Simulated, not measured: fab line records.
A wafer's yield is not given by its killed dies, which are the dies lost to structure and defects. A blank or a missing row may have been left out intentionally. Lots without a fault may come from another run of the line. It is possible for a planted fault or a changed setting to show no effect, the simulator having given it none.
fab line records    flow n5-finfet    part 2 of 2: steps 20 to 25 of 25
[record] lots = 5  wafers = 15  last-day = 17
route steps=1938 shown BEOL_M3@948
lots with no fault: from the same line, run without faults
start-h: hours from the record's first day to the start of the lot's first wafer shown    wait-h: hours since the lot's step before    " unchanged from the row above    L1.1+2: a single row standing in for several wafers    - no value, or no start given    * or withheld: withheld    < > ~ a bound
route shown NAME@n: a module of which the file shows steps, and the number in the route of the first    usual: the fault-free wafers' mean and standard deviation    same: alike in all rows    chamber/n: place in a boat    sites: per-site readings    _std_site: how widely they spread, as a standard deviation    _edge_site: mean of outer sites minus mean of inner sites    radius-mm: how far each site lies from the wafer's centre    mask NAME#n: copy n    behind: the tool/chamber that last shaped the wafer    hold: the reason the lot was held/the length of the hold in hours/how it ended    device: transistor that didn't switch, given as n, p or np    end of line: tests run on the same wafers once the route is complete    a step with no rows: only its recipe    killed: not the wafer's yield, but the dies lost to structure and defects at the first sort    map: a wafer's dies, x killed, . not, _ none there
set.NAME: the setting the step ran with; set.NAME@STEP: the setting that earlier step ran with    model.NAME: the simulator's own value behind a step, which no gauge read
a table for each step, a row for each wafer; lots at some steps of the route
services: the hour from which a tool's chamber was out of use, counted from the record's first day as start-h (under 0 if before that day), plus the number of hours and why
[[steps]]
[step N5_BEOL_M3_OVL_MEAS_29]
[recipe] points-per-wafer = 522
[usual] V2_OVL = -0.5/0.73
lot.wafer  tool        chamber  start-h  wait-h  V2_OVL[nm]
L074.3     overlay-02  0        140.53   0.0     -0.6
L074.5     "           0        "        "       -0.7
L074.6     "           0        "        "       0.6
L076.1     overlay-01  0        162.89   0.0     -1.1
L076.4     "           0        "        "       0.0
L076.6     "           0        "        "       0.0
L080.1     overlay-02  0        187.05   0.0     -0.8
L080.2     "           0        "        "       -1.4
L080.6     "           0        "        "       -0.9
L082.1     overlay-02  0        188.81   0.0     0.0
L082.2     "           0        "        "       0.9
L082.5     "           0        "        "       -0.8
L097.1     overlay-02  0        292.92   0.0     0.6
L097.2     "           0        "        "       0.4
L097.5     "           0        "        "       0.6
[step N5_BEOL_M3_INSPECT_30]
[recipe] mode = adi  inspect-instrument = brightfield
[usual] raw-defect-count = 426/92
lot.wafer  tool               chamber  start-h  wait-h  raw-defect-count
L074.3     defect-inspect-02  -        140.58   0.1     580
L074.5     "                  -        "        "       396
L074.6     "                  -        "        "       468
L076.1     defect-inspect-01  -        162.95   0.1     300
L076.4     "                  -        "        "       376
L076.6     "                  -        "        "       334
L080.1     defect-inspect-01  -        187.10   0.1     557
L080.2     "                  -        "        "       359
L080.6     "                  -        "        "       340
L082.1     defect-inspect-01  -        188.87   0.1     393
L082.2     "                  -        "        "       548
L082.5     "                  -        "        "       416
L097.1     defect-inspect-02  -        292.98   0.1     486
L097.2     "                  -        "        "       385
L097.5     "                  -        "        "       476
[step N5_BEOL_M3_DESCUM_33]
[recipe] chemistry = O2  time-s = 7  source-power-w = 50  bias-power-w = 20  pressure-mtorr = 20  rf-frequency-hz = 2.712e+07  temp-c = 40  resist = CAR-EUV  o2-flow-sccm = 225
[usual] drypump-motor-current-A = 5.6/0.49  oes-product-au = 0.76/0.059  rf-vpp-V = 243.6/1.6  showerhead-plenum-p-Torr = 2.11/0.082  throttle-valve-pct = 20.51/0.22
lot.wafer  tool         chamber  start-h  wait-h  drypump-motor-current-A  oes-product-au  rf-hours-counter-h  rf-vpp-V  showerhead-plenum-p-Torr  throttle-valve-pct
L074.3     rie-diel-02  0        140.62   0.0     5.3                      0.73            158                 242.6     2.08                      20.56
L074.5     "            3        "        "       5.6                      0.86            -                   243.5     2.20                      20.24
L074.6     "            2        "        "       6.1                      0.79            -                   240.1     1.94                      20.79
L076.1     rie-diel-03  1        163.02   0.1     5.2                      0.74            150                 242.4     2.10                      20.69
L076.4     "            0        "        "       5.3                      0.74            174                 241.3     2.08                      20.66
L076.6     "            2        "        "       6.4                      0.74            -                   244.0     2.17                      20.18
L080.1     rie-diel-02  1        187.14   0.0     4.9                      0.69            204                 241.6     1.98                      20.07
L080.2     "            2        "        "       6.1                      0.79            113                 241.5     1.94                      20.78
L080.6     "            3        "        "       5.6                      0.86            -                   244.7     2.20                      20.27
L082.1     rie-diel-01  0        188.90   0.0     6.1                      0.71            190                 245.1     2.17                      20.56
L082.2     "            2        "        "       4.8                      0.93            19                  245.3     2.22                      20.31
L082.5     "            3        "        "       5.2                      0.77            -                   243.7     2.08                      20.61
L097.1     rie-diel-01  3        293.01   0.0     5.2                      0.74            188                 241.6     2.07                      20.66
L097.2     "            1        "        "       5.8                      0.82            70                  245.6     2.22                      20.68
L097.5     "            3        "        "       5.2                      0.74            -                   243.6     2.07                      20.67
[step N5_BEOL_M3_ETCH_77]
[recipe] chemistry = N2/H2  target = underlayer  target-depth-a = 65  mask-material = CAR-EUV  time-s = 5.2  ion-energy-ev = 200  pressure-mtorr = 30  source-w = 840  bias-w = 150  n2-flow-sccm = 200  h2-flow-sccm = 200  ends = cleared
[usual] drypump-motor-current-A = 5.6/0.49  etch-rf-on-time-s = 5.22/0.11  h2-flow-sccm = 200.0/0.67  oes-product-au = 0.65/0.051  rf-vpp-V = 525/3.1  showerhead-plenum-p-Torr = 2.57/0.11  throttle-valve-pct = 17.96/0.21
lot.wafer  tool         chamber  start-h  wait-h  drypump-motor-current-A  etch-rf-on-time-s  h2-flow-sccm  oes-product-au  rf-hours-counter-h  rf-vpp-V  showerhead-plenum-p-Torr  throttle-valve-pct
L074.3     rie-diel-02  0        140.65   0.0     5.3                      5.25               199.7         0.63            158                 526       2.56                      18.23
L074.5     "            3        "        "       5.6                      5.20               201.0         0.74            -                   527       2.68                      17.62
L074.6     "            2        "        "       6.0                      5.12               199.1         0.68            -                   518       2.34                      18.05
L076.1     rie-diel-03  1        163.05   0.0     5.2                      5.21               200.9         0.63            150                 522       2.53                      18.13
L076.4     "            0        "        "       5.3                      5.24               200.7         0.63            174                 523       2.52                      18.04
L076.6     "            2        "        "       6.5                      5.17               199.9         0.64            -                   526       2.66                      17.74
L080.1     rie-diel-02  1        187.17   0.0     4.9                      5.32               200.5         0.60            204                 521       2.41                      17.50
L080.2     "            2        "        "       6.1                      5.18               199.9         0.67            113                 520       2.34                      18.07
L080.6     "            3        "        "       5.6                      5.17               200.7         0.74            -                   530       2.67                      17.66
L082.1     rie-diel-01  0        188.94   0.0     6.2                      5.29               200.7         0.60            190                 526       2.64                      18.07
L082.2     "            2        "        "       4.8                      4.99               200.0         0.80            19                  529       2.71                      17.74
L082.5     "            3        "        "       5.2                      5.00               201.0         0.66            -                   525       2.54                      18.07
L097.1     rie-diel-01  3        293.05   0.0     5.2                      5.01               200.4         0.64            188                 522       2.52                      18.13
L097.2     "            1        "        "       5.8                      5.28               199.0         0.69            70                  530       2.70                      18.19
L097.5     "            3        "        "       5.2                      4.99               199.7         0.64            -                   523       2.52                      18.12
[step N5_BEOL_M3_ETCH_69]
[recipe] chemistry = CF4  target = SiARC  target-depth-a = 156  mask-material = CAR-EUV  time-s = 26  ion-energy-ev = 80  pressure-mtorr = 40  source-w = 545  bias-w = 36  Ar_flow_sccm = 100  cf4-flow-sccm = 100  ends = cleared
[usual] drypump-motor-current-A = 5.6/0.5  etch-rf-on-time-s = 26.1/0.5  oes-product-au = 0.65/0.051  rf-vpp-V = 184.4/1.2  showerhead-plenum-p-Torr = 2.16/0.079  throttle-valve-pct = 15.72/0.2
lot.wafer  tool         chamber  start-h  wait-h  drypump-motor-current-A  etch-rf-on-time-s  oes-product-au  rf-hours-counter-h  rf-vpp-V  showerhead-plenum-p-Torr  throttle-valve-pct
L074.3     rie-diel-02  0        140.67   0.0     5.3                      26.3               0.63            158                 185.5     2.14                      15.81
L074.5     "            3        "        "       5.6                      26.4               0.75            -                   186.9     2.27                      15.51
L074.6     "            2        "        "       6.1                      25.7               0.68            -                   182.8     1.99                      15.85
L076.1     rie-diel-03  1        163.07   0.0     5.2                      26.0               0.63            150                 184.1     2.14                      15.83
L076.4     "            0        "        "       5.3                      26.2               0.63            174                 184.0     2.14                      15.95
L076.6     "            2        "        "       6.5                      26.5               0.64            -                   185.7     2.22                      15.45
L080.1     rie-diel-02  1        187.19   0.0     4.9                      26.5               0.61            204                 182.5     2.04                      15.37
L080.2     "            2        "        "       6.1                      25.7               0.67            113                 181.8     1.99                      15.88
L080.6     "            3        "        "       5.6                      26.1               0.74            -                   186.1     2.26                      15.52
L082.1     rie-diel-01  0        188.95   0.0     6.2                      26.9               0.61            190                 185.1     2.22                      15.77
L082.2     "            2        "        "       4.8                      25.1               0.80            19                  184.2     2.26                      15.42
L082.5     "            3        "        "       5.2                      25.3               0.65            -                   184.2     2.14                      15.82
L097.1     rie-diel-01  3        293.06   0.0     5.2                      24.8               0.64            188                 185.6     2.13                      15.88
L097.2     "            1        "        "       5.8                      26.0               0.71            70                  184.6     2.25                      15.75
L097.5     "            3        "        "       5.2                      24.9               0.63            -                   184.1     2.13                      15.88
[step N5_BEOL_M3_ALD_98]
[recipe] material = SiO2  target-thk-a = 25  temp-c = 100  ald-precursor-family = BDEAS  ald-co-reactant = O2-plasma  pulse-time-s = 1  co-reactant-pulse-time-s = 1  purge-time-s = 2  co-reactant-purge-time-s = 2  ald-cycles = 17  pressure-torr = 2
[usual] heater-power-outer-w = 39/3.5  heater-power-w = 76/6.9  precursor-pulse-height-rel = 1.000/0.02  susceptor-temp-C = 100.00/0.13
lot.wafer  tool        chamber  start-h  wait-h  heater-power-outer-w  heater-power-w  precursor-pulse-height-rel  susceptor-temp-C
L074.3     ald-sin-03  2        140.75   0.1     45                    90              0.988                       99.81
L074.5     "           3        "        "       34                    70              0.980                       99.94
L074.6     "           2        "        "       45                    88              0.999                       100.09
L076.1     ald-sin-01  2        163.15   0.1     34                    68              0.999                       99.88
L076.4     "           0        "        "       37                    71              1.014                       100.14
L076.6     "           2        "        "       35                    69              0.987                       99.86
L080.1     ald-sin-02  3        187.27   0.1     40                    77              1.016                       100.07
L080.2     "           0        "        "       37                    75              1.003                       99.70
L080.6     "           3        "        "       41                    76              0.990                       100.30
L082.1     ald-sin-01  2        190.07   1.1     34                    67              1.013                       99.96
L082.2     "           3        "        "       37                    70              1.014                       99.96
L082.5     "           3        "        "       37                    71              0.990                       99.96
L097.1     ald-sin-02  1        293.15   0.1     46                    86              0.976                       99.96
L097.2     "           0        "        "       38                    75              0.984                       100.00
L097.5     "           2        "        "       39                    76              0.996                       100.06
[[services]]
tool            chamber  start-h  hours  kind
euv-scanner-01  -        119.88   33.9   repair
rie-diel-01     -        127.88   1.2    repair
euv-scanner-02  -        130.51   0.4    repair
rie-diel-03     -        138.91   0.2    repair
ald-sin-02      1        145.62   15.5   repair
rie-diel-03     2        153.41   8.3    repair
euv-scanner-01  -        153.78   4.6    pm
ald-sin-01      3        161.83   3.1    repair
euv-scanner-02  -        164.25   1.0    pm
euv-scanner-01  -        166.71   1.0    pm
rie-diel-03     1        168.76   2.7    repair
ald-sin-02      -        171.60   0.4    repair
rie-diel-01     1        178.44   15.9   repair
rie-diel-03     0        215.28   6.4    repair
euv-scanner-02  -        220.40   1.0    pm
ald-sin-01      -        221.64   1.3    repair
euv-scanner-01  -        222.90   1.0    pm
ald-sin-02      -        224.91   0.4    repair
euv-scanner-02  -        229.57   4.6    pm
euv-scanner-02  -        236.91   12.0   pm
rie-diel-01     -        250.99   1.8    repair
euv-scanner-02  -        276.55   1.0    pm
rie-metal-02    -        281.58   1.0    repair
rie-diel-02     2        286.38   3.2    repair
